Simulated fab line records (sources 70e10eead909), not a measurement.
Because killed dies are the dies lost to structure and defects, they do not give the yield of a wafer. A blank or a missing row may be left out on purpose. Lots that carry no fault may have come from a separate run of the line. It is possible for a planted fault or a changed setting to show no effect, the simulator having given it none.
fab line records | flow nandHarc
[record] lots = 5 wafers = 15 lastDay = 32
route steps=1302 shown P_GATE@126 END@1302
lots with no fault: from the same line, run without faults
startH: start of the lot's first displayed wafer, in hours after the record's first day | waitH: hours elapsed since this lot's preceding step | " repeats the value in the row above | L1.1+2: a single row standing in for several wafers | - no value present, or no start provided | * or withheld: withheld | < > ~ a bound
route shown NAME@n: a module of which the file shows steps, and the number in the route of the first | usual: mean/standard deviation of fault-free wafers | same: alike in all rows | chamber/n: place in a boat | sites: each site's reading | _std_site: how widely they spread, as a standard deviation | _edge_site: outer sites' mean less inner sites' | radiusMm: for every site, how far away it sits from the centre of the wafer | mask NAME#n: copy n | behind: the tool/chamber that last shaped the wafer | hold: reason for holding the lot/hours on hold/outcome of the hold | device: which transistor (n, p or np) failed to switch | end of line: the route-end tests of the same wafers | where a step has no rows: the recipe by itself | killed: dies that structure and defects cost at the first sort, which is not the same as the wafer's yield | map: a wafer's dies, x killed, . not, _ none there
set.NAME: the setting that was run; set.NAME@STEP: the one run at that earlier step | model.NAME: the simulator's own value behind a step, which no gauge read
a table for each step, a row for each wafer; lots at some steps of the route
services: a tool's chamber out of use, with start hour (startH, from the record's first day; less than 0 if before it), hours out, and reason
[[steps]]
[step NHARC_P_GATE_STRIP_15]
[recipe] timeS = 780 tempC = 130 chemistry = SPM
[step NHARC_P_GATE_PRECLEAN_71]
[recipe] timeS = * tempC = 50 bathAgeMin = 0 chemistry = SC1
[step NHARC_P_GATE_SRD_72]
[step NHARC_P_GATE_OXIDE_16]
[recipe] targetThkA = 30 tempC = 875 oxTimeS = 392 material = SiO2
[step NHARC_P_GATE_CVD_17]
[recipe] targetThkA = 1500 tempC = 620 timeS = 900 material = poly-Si
[step NHARC_P_GATE_HM_DEP_102]
[recipe] targetThkA = 1200 tempC = 400 material = aC
[usual] throttleValvePct = 34.999/0.0094
// columns lot.wafer tool chamber startH waitH throttleValvePct
L758.1 aclDep-02 0 111.64 0.4 34.991
L758.3 " 0 " " 35.009
L758.6 " 0 " " 35.001
L762.2 aclDep-02 0 149.12 0.5 34.997
L762.5 " 0 " " 35.007
L762.6 " 0 " " 35.001
L774.1 aclDep-02 0 272.16 1.0 35.011
L774.4 " 0 " " 35.012
L774.6 " 0 " " 35.004
L776.1 aclDep-03 0 292.44 0.4 34.998
L776.3 " 0 " " 35.015
L776.6 " 0 " " 35.010
L778.1 aclDep-02 0 308.17 3.1 35.006
L778.2 " 0 " " 34.990
L778.5 " 0 " " 34.998
[step NHARC_P_GATE_DEP_103]
[recipe] targetThkA = 300 targetThkNm = 30 tempC = 400 flowSccm = 200 rfW = 350 material = SiON
[usual] heaterPowerW = 788/91
// columns lot.wafer tool chamber startH waitH heaterPowerW
L758.3 pecvd-01 1 112.32 0.3 736
L758.1 " 2 " " 726
L758.6 " 0 " " 874
L762.2 pecvd-04 0 149.74 0.5 835
L762.6 " 1 " " 897
L762.5 " 2 " " 937
L774.1 pecvd-01 0 272.90 0.6 737
L774.4 " 1 " " 703
L774.6 " 0 " " 755
L776.1 pecvd-01 0 293.11 0.6 842
L776.3 " 2 " " 635
L776.6 " 1 " " 640
L778.1 pecvd-02 0 308.87 0.6 842
L778.2 " 1 " " 724
L778.5 " 0 " " 846
[step NHARC_P_GATE_DEHYDRATE_18]
[recipe] tempC = 150 timeS = 120
[step NHARC_P_GATE_HMDS_19]
[recipe] timeS = 30
[step NHARC_P_GATE_COAT_20]
[recipe] spinRpm = 1500 resistThkNm = 90
[step NHARC_P_GATE_SOFTBAKE_21]
[recipe] tempC = 105 timeS = 55
[step NHARC_P_GATE_EBR_22]
[step NHARC_P_GATE_EXPOSE_23]
[recipe] na = 1.35 targetCdNm = 120 doseMj = 93.91 maskId = P_GATE
// columns lot.wafer tool chamber startH waitH mask
L758.1+3+6 arfiScanner-02 0 112.73 - P_GATE#0
L762.2+5+6 arfiScanner-01 0 150.22 - P_GATE_R1#0
L774.1+4+6 arfiScanner-01 0 273.25 - P_GATE#0
L776.1+3+6 arfiScanner-03 0 293.65 - P_GATE#0
L778.1+2+5 arfiScanner-03 0 309.25 - P_GATE#0
[step NHARC_P_GATE_PEB_24]
[recipe] pebTempC = 100 pebTimeS = 65
[step NHARC_P_GATE_DEVELOP_25]
[recipe] developTimeS = 35 devTempC = 23
[step NHARC_P_GATE_CD_MEAS_26]
[recipe] targetCdNm = 120 landingEnergyEv = 500
[usual] cdNm = 120.0/0.75
// columns lot.wafer tool chamber startH waitH cdNm
L758.1 cdSem-02 0 112.87 - 119.7
L758.3 " 0 " " 119.4
L758.6 " 0 " " 119.6
L762.2 cdSem-02 0 150.36 - 90.0
L762.5 " 0 " " 91.0
L762.6 " 0 " " 91.8
L774.1 cdSem-02 0 273.39 - 117.9
L774.4 " 0 " " 118.8
L774.6 " 0 " " 118.2
L776.1 cdSem-02 0 293.78 - 120.1
L776.3 " 0 " " 119.7
L776.6 " 0 " " 120.4
L778.1 cdSem-03 0 309.39 - 120.1
L778.2 " 0 " " 119.8
L778.5 " 0 " " 120.2
[step NHARC_P_GATE_OVL_MEAS_27]
[usual] overlayXNm = 0.3/0.86 overlayYNm = -0.1/0.74
// columns lot.wafer tool chamber startH waitH overlayXNm overlayYNm
L758.1 overlay-01 - 112.96 - -1.1 -0.2
L758.3 " - " " -0.6 0.0
L758.6 " - " " -0.8 0.1
L762.2 overlay-01 - 150.45 - 1.4 -1.0
L762.5 " - " " 1.1 -1.2
L762.6 " - " " 0.8 -1.4
L774.1 overlay-01 - 273.48 - 0.6 -0.7
L774.4 " - " " 0.3 -1.4
L774.6 " - " " 0.5 -0.9
L776.1 overlay-02 - 293.87 - 0.3 -0.3
L776.3 " - " " -0.1 -1.0
L776.6 " - " " 0.1 -1.1
L778.1 overlay-01 - 309.48 - -0.1 -0.6
L778.2 " - " " 0.1 -0.8
L778.5 " - " " -0.2 -0.7
[step NHARC_P_GATE_INSPECT_28]
[usual] rawDefectCount = 8/4.2
// columns lot.wafer tool chamber startH waitH rawDefectCount
L758.1 defectInspect-01 - 113.00 0.0 4
L758.3 " - " " 6
L758.6 " - " " 8
L762.2 defectInspect-02 - 150.49 0.0 4
L762.5 " - " " 6
L762.6 " - " " 12
L774.1 defectInspect-02 - 273.52 0.0 9
L774.4 " - " " 7
L774.6 " - " " 8
L776.1 defectInspect-02 - 293.91 0.0 3
L776.3 " - " " 10
L776.6 " - " " 6
L778.1 defectInspect-02 - 309.52 0.0 6
L778.2 " - " " 13
L778.5 " - " " 8
[step NHARC_P_GATE_DESCUM_31]
[recipe] timeS = 3 o2FlowSccm = 200 arFlowSccm = 0 biasPowerW = 0 chemistry = O2
[usual] drypumpMotorCurrentA = 5.6/0.54 oesProductAu = 1.004/0.014 rfVppV = 57.8/0.85 showerheadPlenumPTorr = 1.91/0.064 throttleValvePct = 11.310/0.0093
// columns lot.wafer tool chamber startH waitH drypumpMotorCurrentA oesProductAu rfHoursCounterH rfVppV showerheadPlenumPTorr throttleValvePct model.P_GATE.cdNm
L758.3 rieDiel-05 2 113.06 0.1 6.0 1.014 2.1 58.3 2.00 11.300 118.2
L758.1 " 1 " " 5.7 0.995 2.4 57.1 1.95 11.304 119.6
L758.6 " 2 " " 6.0 1.010 - 57.6 2.00 11.301 118.2
L762.2 rieDiel-10 2 150.56 0.1 5.0 0.996 5.2 57.6 1.99 11.310 89.32
L762.5 " 0 " " 5.3 1.003 - 56.8 1.79 11.316 91.43
L762.6 " 1 " " 4.9 0.967 - 57.0 1.90 11.308 92.07
L774.4 rieDiel-05 2 273.59 0.1 6.0 1.004 2.2 59.5 2.00 11.308 117.6
L774.1 " 3 " " 6.6 0.968 4.3 56.5 1.84 11.307 118.6
L774.6 " 1 " " 5.7 0.984 - 57.1 1.94 11.321 117.9
L776.1 rieDiel-10 1 293.97 0.1 4.9 0.982 1.9 58.2 1.90 11.315 119
L776.3 " 3 " " 5.2 1.010 2.0 59.0 1.94 11.309 120.9
L776.6 " 2 " " 5.0 1.025 - 58.9 1.98 11.319 121
L778.2 rieDiel-09 0 309.60 0.1 5.9 1.003 9.1 56.4 1.91 11.311 119.5
L778.1 " 1 " " 4.7 1.008 9.0 57.9 1.95 11.323 120.4
L778.5 " 2 " " 5.4 0.997 - 57.6 1.84 11.315 119.7
[step NHARC_P_GATE_ETCH_104]
[recipe] targetDepthA = 600 timeS = withheld cf4FlowSccm = 100 chf3FlowSccm = 30 arFlowSccm = 0 rfW = 500 biasW = 200 chemistry = CF4/CHF3
[step NHARC_P_GATE_HM_OPEN_105]
[recipe] targetDepthA = 3600 o2FlowSccm = 400 cosFlowSccm = 20 arFlowSccm = 0 rfW = 500 biasW = 300 chemistry = O2/COS
[usual] biasW = 300.0/0.87 drypumpMotorCurrentA = 5.6/0.58 oesProductAu = 1.003/0.014 rfVppV = 467.0/2.2 showerheadPlenumPTorr = 3.11/0.1 throttleValvePct = 28.329/0.009
// columns lot.wafer tool chamber startH waitH biasW drypumpMotorCurrentA oesProductAu rfHoursCounterH rfVppV showerheadPlenumPTorr throttleValvePct
L758.3 rieDiel-05 0 - - 299.7 6.3 0.994 2.7 466.5 3.07 28.315
L758.1 " 1 " " 300.6 5.7 1.011 2.4 468.2 3.17 28.320
L758.6 " 3 " " 301.3 6.7 1.001 - 463.9 3.02 28.312
L762.2 rieDiel-10 1 - - 300.6 4.9 0.977 6.4 465.3 3.10 28.337
L762.6 " 0 " " 300.0 5.3 1.009 - 462.7 2.93 28.327
L762.5 " 1 " " 300.4 4.9 0.984 - 464.8 3.10 28.338
L774.4 rieDiel-05 2 - - 299.5 6.0 1.012 2.2 469.8 3.25 28.331
L774.1 " 1 " " 300.8 5.7 1.012 2.0 467.7 3.17 28.335
L774.6 " 2 " " 298.7 6.0 0.997 - 468.6 3.25 28.331
L776.3 rieDiel-10 1 - - 299.0 4.9 0.991 1.9 467.6 3.10 28.320
L776.1 " 3 " " 301.6 5.2 1.022 2.0 467.2 3.17 28.335
L776.6 " 1 " " 298.9 4.9 0.990 - 467.4 3.10 28.335
L778.1 rieDiel-09 2 - - 300.2 5.4 0.993 9.5 463.7 3.00 28.323
L778.2 " 0 " " 300.5 5.9 0.992 9.1 468.8 3.12 28.325
L778.5 " 1 " " 300.5 4.7 0.994 - 468.0 3.18 28.333
[step NHARC_P_GATE_STRIP_106]
[recipe] o2FlowSccm = 400 cosFlowSccm = 20 arFlowSccm = 0 biasW = 0 chemistry = O2/COS
[step NHARC_P_GATE_ETCH_114]
[recipe] targetDepthA = 300 overetchA = 30 timeS = 16.5 ionEnergyEv = 100 cf4FlowSccm = 80 o2FlowSccm = 20 arFlowSccm = 0 rfW = 300 biasW = 100 chemistry = CF4/O2
[usual] biasW = 100.03/0.28 drypumpMotorCurrentA = 5.6/0.55 oesProductAu = 1.003/0.014 rfVppV = 197.7/1.2 showerheadPlenumPTorr = 1.33/0.043 throttleValvePct = 13.399/0.0098
// columns lot.wafer tool chamber startH waitH biasW drypumpMotorCurrentA oesProductAu rfHoursCounterH rfVppV showerheadPlenumPTorr throttleValvePct
L758.3 rieDiel-05 3 - - 99.74 6.7 1.003 2.5 196.7 1.29 13.409
L758.1 " 2 " " 99.58 6.0 1.006 2.1 200.4 1.40 13.399
L758.6 " 3 " " 100.16 6.6 0.979 - 196.1 1.29 13.396
L762.2 rieDiel-10 3 - - 100.12 5.2 1.019 4.6 197.3 1.36 13.397
L762.6 " 0 " " 99.73 5.3 1.016 - 195.8 1.25 13.406
L762.5 " 1 " " 100.17 4.9 0.982 - 197.6 1.33 13.389
L774.1 rieDiel-05 3 - - 100.02 6.7 0.976 4.4 196.1 1.29 13.402
L774.4 " 0 " " 100.55 6.3 1.005 4.0 198.1 1.31 13.405
L774.6 " 0 " " 100.45 6.3 1.008 - 196.4 1.31 13.409
L776.1 rieDiel-10 1 - - 100.39 4.9 0.982 2.0 198.7 1.32 13.417
L776.3 " 3 " " 100.24 5.2 1.023 2.1 198.9 1.35 13.386
L776.6 " 1 " " 100.34 4.9 0.985 - 198.2 1.32 13.386
L778.2 rieDiel-09 0 - - 99.66 5.9 1.003 9.1 197.7 1.34 13.400
L778.1 " 2 " " 99.90 5.4 0.996 9.5 196.4 1.28 13.403
L778.5 " 0 " " 100.08 6.0 0.997 - 198.2 1.34 13.388
[step NHARC_P_GATE_ETCH_32]
[recipe] targetDepthA = 1500 overEtchFrac = 1 overEtchIonEnergyEv = 40 timeS = 100.1 hbrFlowSccm = 150 cl2FlowSccm = 50 rfW = 400 icpW = 400 biasW = 100 chemistry = HBr/Cl2
[usual] biasW = 100.1/0.3 drypumpMotorCurrentA = 5.9/0.37 oesProductAu = 0.998/0.015 throttleValvePct = 26.406/0.009
// columns lot.wafer tool chamber startH waitH biasW drypumpMotorCurrentA oesProductAu rfHoursCounterH throttleValvePct model.P_GATE.cdNm
L758.1 rieSi-03 0 113.54 - 100.2 6.5 0.992 0.4 26.413 121.1
L758.3 " 1 " " 99.8 5.7 1.004 0.4 26.401 121.6
L758.6 " 0 " " 100.2 6.5 0.988 - 26.407 120.4
L762.2 rieSi-05 2 151.02 - 100.4 6.6 0.967 0.1 26.413 96.19
L762.5 " 1 " " 100.3 5.8 0.997 - 26.416 92.47
L762.6 " 2 " " 100.4 6.5 0.966 - 26.406 98.33
L774.4 rieSi-02 3 274.04 - 100.3 5.8 1.010 1.3 26.412 115.4
L774.1 " 2 " " 99.9 5.4 0.996 1.2 26.404 119.9
L774.6 " 3 " " 100.2 5.8 1.011 - 26.408 114.1
L776.3 rieSi-03 1 294.45 - 100.5 5.7 0.997 0.3 26.415 123.6
L776.1 " 3 " " 100.0 6.0 0.984 0.4 26.406 118.3
L776.6 " 0 " " 100.1 6.5 1.020 - 26.422 118
L778.2 rieSi-02 1 310.06 - 100.2 5.9 0.989 0.1 26.401 121.9
L778.1 " 2 " " 99.9 5.4 0.998 0.1 26.399 115.1
L778.5 " 1 " " 100.0 5.9 0.991 - 26.411 121.7
[step NHARC_P_GATE_STRIP_108]
[recipe] o2FlowSccm = 500 arFlowSccm = 0 biasW = 0 chemistry = O2
[usual] drypumpMotorCurrentA = 5.4/0.52 oesProductAu = 1.002/0.015 rfVppV = 57.9/0.89 showerheadPlenumPTorr = 3.51/0.1 throttleValvePct = 17.037/0.0094
[same] biasW = 0
// columns lot.wafer tool chamber startH waitH drypumpMotorCurrentA oesProductAu rfHoursCounterH rfVppV showerheadPlenumPTorr throttleValvePct
L758.1 rieDiel-09 3 113.68 - 5.5 1.009 5.3 57.8 3.46 17.050
L758.3 " 2 " " 5.4 0.986 5.0 57.0 3.40 17.046
L758.6 " 0 " " 6.0 1.002 - 57.7 3.54 17.037
L762.2 rieDiel-10 0 151.17 - 5.3 1.005 5.9 56.6 3.32 17.033
L762.5 " 0 " " 5.3 1.012 - 56.5 3.32 17.044
L762.6 " 1 " " 4.9 0.976 - 57.1 3.50 17.034
L774.1 rieDiel-10 2 274.24 - 5.1 1.013 0.7 57.7 3.65 17.033
L774.6 " 1 " " 4.9 0.978 - 56.0 3.50 17.043
L774.4 " 2 " " 5.1 1.017 - 57.7 3.65 17.044
L776.3 rieDiel-05 1 294.59 - 5.7 0.978 2.3 60.9 3.58 17.043
L776.1 " 3 " " 6.7 0.977 4.8 55.8 3.41 17.040
L776.6 " 2 " " 6.0 1.008 - 59.3 3.68 17.047
L778.2 rieDiel-10 3 310.23 - 5.2 1.013 3.1 58.7 3.58 17.026
L778.1 " 2 " " 5.0 1.019 2.8 58.3 3.65 17.051
L778.5 " 3 " " 5.2 1.008 - 57.0 3.58 17.036
[step NHARC_P_GATE_CD_MEAS_33]
[usual] cdNm = 121/3.7
// columns lot.wafer tool chamber startH waitH cdNm
L758.1 cdSem-03 - 113.86 - 121
L758.3 " - " " 121
L758.6 " - " " 120
L762.2 cdSem-02 - 151.34 - 95
L762.5 " - " " 92
L762.6 " - " " 98
L774.1 cdSem-02 - 274.41 0.1 121
L774.4 " - " " 117
L774.6 " - " " 114
L776.1 cdSem-02 - 294.80 0.1 118
L776.3 " - " " 123
L776.6 " - " " 118
L778.1 cdSem-03 - 310.40 - 116
L778.2 " - " " 122
L778.5 " - " " 122
[step NHARC_P_GATE_STRIP_35]
[recipe] timeS = 600 tempC = 130 chemistry = SPM
[step NHARC_END_SORT_01]
[recipe] tempC = 25
[usual] killedAtArray = 56/17 killedAtOther = 1.2/1.4 killedAtPeriphery = 4/3.2 killedDies = 61/16 killedOpen = 3.6/2.1 killedShort = 2.7/1.8
[same] grossDies = 677
// columns lot.wafer tool chamber startH waitH killedAtArray killedAtOther killedAtPeriphery killedDies killedOpen killedShort
L758.1 prober-01 0 570.81 2.5 33 0 1 34 4 3
L758.3 prober-01 0 572.41 3.1 45 1 3 49 2 4
L758.6 prober-01 0 574.81 4.0 43 1 4 48 6 4
L762.2 prober-02 0 610.22 2.8 26 1 520 547 6 4
L762.5 prober-02 0 612.62 3.7 26 1 628 655 6 3
L762.6 prober-02 0 613.42 4.0 27 2 412 441 6 4
L774.1 prober-02 0 737.16 2.5 51 2 5 58 7 2
L774.4 prober-02 0 739.57 3.4 52 0 4 56 4 0
L774.6 prober-02 0 741.17 4.0 53 0 6 59 7 6
L776.1 prober-02 0 764.97 2.5 36 0 2 38 2 2
L776.3 prober-02 0 766.56 3.1 21 0 1 22 1 2
L776.6 prober-02 0 768.93 4.0 31 0 4 35 3 5
L778.1 prober-02 0 772.73 2.5 62 2 2 66 3 6
L778.2 prober-02 0 773.51 2.8 44 0 8 52 5 5
L778.5 prober-02 0 775.85 3.6 53 4 2 59 6 0
// killed by level:class
L758.1 A_CHANNEL_HOLE_D2:chamberFilmFlake=22 A_SGD_CUT:chamberFilmFlake=2 A_CONTACT:chamberFilmFlake=2 P_M0:geometricParticle:open=1 A_SOURCE_PLATE:geometricParticle:open=1 A_CHANNEL_HOLE_D1:geometricParticle:open=1 A_DECK1_JOINT:geometricParticle:short=1 A_WL_FILL:geometricParticle:short=1
L758.3 A_CHANNEL_HOLE_D2:chamberFilmFlake=35 A_CONTACT:chamberFilmFlake=2 A_DECK1_JOINT:chamberFilmFlake=2 P_CONTACT:geometricParticle:open=1 P_M2:geometricParticle:short=1 A_SOURCE_PLATE:geometricParticle:short=1 A_ONON_D1:geometricParticle:short=1 A_CHANNEL_FILL_D1:geometricParticle:open=1
L758.6 A_CHANNEL_HOLE_D2:chamberFilmFlake=22 A_CONTACT:chamberFilmFlake=8 A_CHANNEL_HOLE_D1:chamberFilmFlake=5 A_WL_FILL:geometricParticle:short=2 P_STI:geometricParticle:short=1 P_GATE:geometricParticle:open=1 P_M0:geometricParticle:open=1 A_SOURCE_PLATE:geometricParticle:open=1
L762.2 P_GATE:areaExpose=512 A_CHANNEL_HOLE_D2:chamberFilmFlake=8 P_BONDPAD:chamberFilmFlake=5 A_STAIRCASE:chamberFilmFlake=4 A_WL_FILL:geometricParticle:short=2 A_CHANNEL_HOLE_D1:chamberFilmFlake=2 A_DECK1_JOINT:chamberFilmFlake=2 P_GATE:geometricParticle:open=1
L762.5 P_GATE:areaExpose=621 A_CHANNEL_HOLE_D2:chamberFilmFlake=12 P_STI:chamberFilmFlake=3 A_CHANNEL_HOLE_D1:chamberFilmFlake=3 P_M0:geometricParticle:open=2 A_ONON_D2:geometricParticle:open=2 P_BONDPAD:chamberFilmFlake=2 A_ONON_D1:geometricParticle:short=1
L762.6 P_GATE:areaExpose=396 A_CHANNEL_HOLE_D2:chamberFilmFlake=10 P_STI:chamberFilmFlake=4 P_BONDPAD:chamberFilmFlake=3 P_ZERO_WELL:chamberFilmFlake=3 P_GATE:chamberFilmFlake=3 A_CHANNEL_HOLE_D1:chamberFilmFlake=3 P_GATE:geometricParticle:open=2
L774.1 A_CHANNEL_HOLE_D2:chamberFilmFlake=26 A_CHANNEL_HOLE_D1:chamberFilmFlake=7 A_SLIT:chamberFilmFlake=3 A_BONDPAD:chamberFilmFlake=3 A_ONON_D1:geometricParticle:open=2 A_CONTACT:chamberFilmFlake=2 THIN_TSV:chamberFilmFlake=2 P_GATE:geometricParticle:open=1
L774.4 A_CHANNEL_HOLE_D2:chamberFilmFlake=21 A_CHANNEL_HOLE_D1:chamberFilmFlake=8 A_CONTACT:chamberFilmFlake=8 A_SLIT:chamberFilmFlake=5 A_ONON_D1:geometricParticle:open=2 P_STI:chamberFilmFlake=2 A_DECK1_JOINT:chamberFilmFlake=2 A_CHANNEL_HOLE_D1:geometricParticle:open=1
L774.6 A_CHANNEL_HOLE_D2:chamberFilmFlake=22 A_CHANNEL_HOLE_D1:chamberFilmFlake=9 A_SLIT:chamberFilmFlake=5 P_STI:chamberFilmFlake=3 A_CONTACT:chamberFilmFlake=3 A_SOURCE_PLATE:geometricParticle:short=2 A_CONTACT:geometricParticle:open=2 P_ZERO_WELL:chamberFilmFlake=2
L776.1 A_CHANNEL_HOLE_D1:chamberFilmFlake=18 A_SLIT:chamberFilmFlake=10 A_CONTACT:chamberFilmFlake=2 P_M0:geometricParticle:open=1 A_ONON_D2:geometricParticle:short=1 A_CHANNEL_HOLE_D2:geometricParticle:short=1 A_BLC:geometricParticle:open=1 P_BONDPAD:chamberFilmFlake=1
L776.3 A_CHANNEL_HOLE_D1:chamberFilmFlake=10 A_CHANNEL_FILL_D2:chamberFilmFlake=2 A_SLIT:chamberFilmFlake=2 A_SGD_CUT:geometricParticle:short=1 A_WL_FILL:geometricParticle:open=1 A_WL_FILL:geometricParticle:short=1 P_BONDPAD:chamberFilmFlake=1 A_CHANNEL_FILL_D1:chamberFilmFlake=1
L776.6 A_CHANNEL_HOLE_D1:chamberFilmFlake=13 A_SLIT:chamberFilmFlake=6 A_CHANNEL_FILL_D2:geometricParticle:open=2 A_CONTACT:chamberFilmFlake=2 P_CONTACT:geometricParticle:open=1 A_CHANNEL_FILL_D1:geometricParticle:short=1 A_DECK1_JOINT:geometricParticle:short=1 A_ONON_D2:geometricParticle:short=1
L778.1 A_CHANNEL_HOLE_D2:chamberFilmFlake=33 A_CHANNEL_HOLE_D1:unspecified=5 A_CHANNEL_HOLE_D1:chamberFilmFlake=4 A_SLIT:chamberFilmFlake=4 A_CONTACT:chamberFilmFlake=4 A_WL_FILL:geometricParticle:short=2 P_ZERO_WELL:chamberFilmFlake=2 A_STAIRCASE:chamberFilmFlake=2
L778.2 A_CHANNEL_HOLE_D2:chamberFilmFlake=24 A_CHANNEL_HOLE_D1:unspecified=4 A_SLIT:chamberFilmFlake=3 A_DECK1_JOINT:geometricParticle:short=2 P_ZERO_WELL:chamberFilmFlake=2 P_GATE:chamberFilmFlake=2 A_CONTACT:chamberFilmFlake=2 P_CONTACT:geometricParticle:open=1
L778.5 A_CHANNEL_HOLE_D2:chamberFilmFlake=26 A_SLIT:chamberFilmFlake=8 A_CONTACT:chamberFilmFlake=6 THIN_TSV:chamberFilmFlake=4 A_STAIRCASE:chamberFilmFlake=3 A_M0:geometricParticle:open=2 A_CHANNEL_HOLE_D1:geometricParticle:open=1 A_CHANNEL_HOLE_D2:geometricParticle:open=1
// map L762.5 (x killed, . not)
____________x____________
_________x..x.x._________
_______xxxxxxxxxxx_______
______xxxxxxxxxxx.x______
_____.xxxxxxxxxxxxxx_____
____xxxxxxxxxxxxxxxxx____
____xxxxxxxxxxxxxxxxx____
___xxxxxxxxxxxxxxxxxx.___
___xxxxxxxxxxxxxxxxxxx___
__xxxxxxxxxxxxxxxxxxxx.__
__x.xxxxxxxxxxxxxxxxxx.__
_xxxxxxxxxxxxxxxxxxxxxxx_
_xxxxxxxxxxxxxxxxxxxxx.x_
_xxxxxxxxxxxxxxxxxxxxxxx_
_.xxxxxxxxxxxxxxxxxxxxx._
_xxxxxxxxxxxxxxxxxxxxxxx_
xxxxxxxxxxxxxxxxxxxxxxxxx
.xxxxxxxxxxxxxxxxxx.xxxxx
xxxxxxxxxxxxxxxxxxxxxxxxx
xxxxxxxxxxxxxxxxxxxxxxxx.
xxxxxxxxxxxxxxxxxxxxxxxxx
_xxxxxxxxxxxxxxxxxxxxxxx_
_xxxxxxxxxxxxxxxxxxxxxxx_
_xxxxxxxxxxxxxxxxxxxxxxx_
_xxxxxxxxxxxxxxxxxxxxx.x_
_xxxxxxxxxxxxxxxxxxxxxxx_
__xxxxxxxxxxxxxxxxxxxxx__
__xxxxxxxxxxxxxxxxxxx.x__
___xxxxxxxxxxxxxxxxxxx___
___xxxxxxxxxxxxxxxxxxx___
____xxxxxxxxxxxxxxxxx____
____xxxxxxxxxxxxxxxxx____
_____xxxxxxxxxxxxxxx_____
______x.xxxxxxxxxxx______
_______.xxx.xx.xxx_______
_________xxxxxxx_________
____________x____________
// map L774.6 (x killed, . not)
____________.____________
_________......._________
_______........x.._______
______.............______
_____..............._____
____.....xxx.........____
____........x........____
___.......x...........___
___...................___
__..........x.......x..__
__.....................__
_..................x...._
_......................._
_xx.................x..._
_x....................x._
_.x....................._
.........................
.........................
......................x..
.........................
.............x......x....
_......x.............x.._
_....................x.._
_................xx.x..._
_......................._
_................x......_
__.x............xx.xx..__
__.xx.......xx.xx.xxxx.__
___..x........x.x.x...___
___...........xx.xx...___
____....x......x.x...____
____x.........xx...x.____
_____.........x.x.x._____
______.............______
_______........x.._______
_________......._________
____________.____________
[[services]]
// columns tool chamber startH hours kind
rieSi-02 - 100.00 9.0 pm
rieDiel-09 - 109.81 0.7 repair
rieSi-02 1 123.48 3.7 repair
rieSi-03 - 128.84 0.2 repair
pecvd-01 - 130.00 13.0 pm
rieSi-03 1 141.77 39.7 repair
rieDiel-09 - 143.10 9.0 pm
arfiScanner-01 - 158.13 2.2 repair
rieDiel-10 0 158.95 5.5 repair
rieDiel-09 2 166.78 6.6 repair
rieSi-03 0 170.22 6.8 repair
arfiScanner-03 - 196.00 4.0 pm
rieSi-03 1 200.28 1.4 repair
rieDiel-09 1 200.94 6.2 repair
rieSi-03 - 221.00 9.0 pm
rieDiel-05 - 229.90 9.0 pm
rieDiel-10 - 242.50 9.0 pm
aclDep-02 - 244.05 13.0 pm
rieDiel-05 2 246.03 12.0 repair
rieDiel-05 1 247.73 4.1 repair
rieSi-03 - 250.84 0.1 repair
pecvd-01 2 252.67 8.8 repair
rieDiel-10 0 273.24 3.8 repair
rieDiel-05 0 290.30 9.2 repair
[[key]]
[firstSign] step = NHARC_P_GATE_EXPOSE_23 reading = mask direction = changed
[effect] step = NHARC_P_GATE_CD_MEAS_26 reading = cdNm direction = down sigmas = 39 usual = 120.0 struck = 91.0
[effect] step = NHARC_P_GATE_CD_MEAS_33 reading = cdNm direction = down sigmas = 6.9 usual = 121 struck = 95
[effect] step = NHARC_END_SORT_01 reading = killedAtPeriphery direction = up sigmas = 99+ usual = 4 struck = 520
[modelEffect] step = NHARC_P_GATE_DESCUM_31 value = P_GATE.cdNm without = 120.3 struck = 90.94
[modelEffect] step = NHARC_P_GATE_ETCH_32 value = P_GATE.cdNm without = 125 struck = 95.66
[moreKillsBornAt] NHARC_P_GATE_EXPOSE_23@arfiScanner-01 = 1529
metAt NHARC_P_GATE_EXPOSE_23
struckWafers L762.2,L762.5,L762.6
laterRowsLeftOut L762.2,L762.5,L762.6
testerLeftOut L762
[fault] kind = wrongMask tool = any chamber = - onsetH = 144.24 steps = NHARC_P_GATE_EXPOSE_23 auxCopy = P_GATE_R1#0 cdOffsetNm = -29.362 scope = struckLotsOnly
// testerLeftOut: of these lots the tester's yield and bins aren't shown, on N5 and GAA mostly nor the transistor test; their killed dies are dies lost to structure and defects alone, not to doping, threshold or leakage, so they don't give the yield
// laterRowsLeftOut: the simulator's readings of these wafers behind a module that went badly wrong aren't trusted and aren't shown, but for the sort
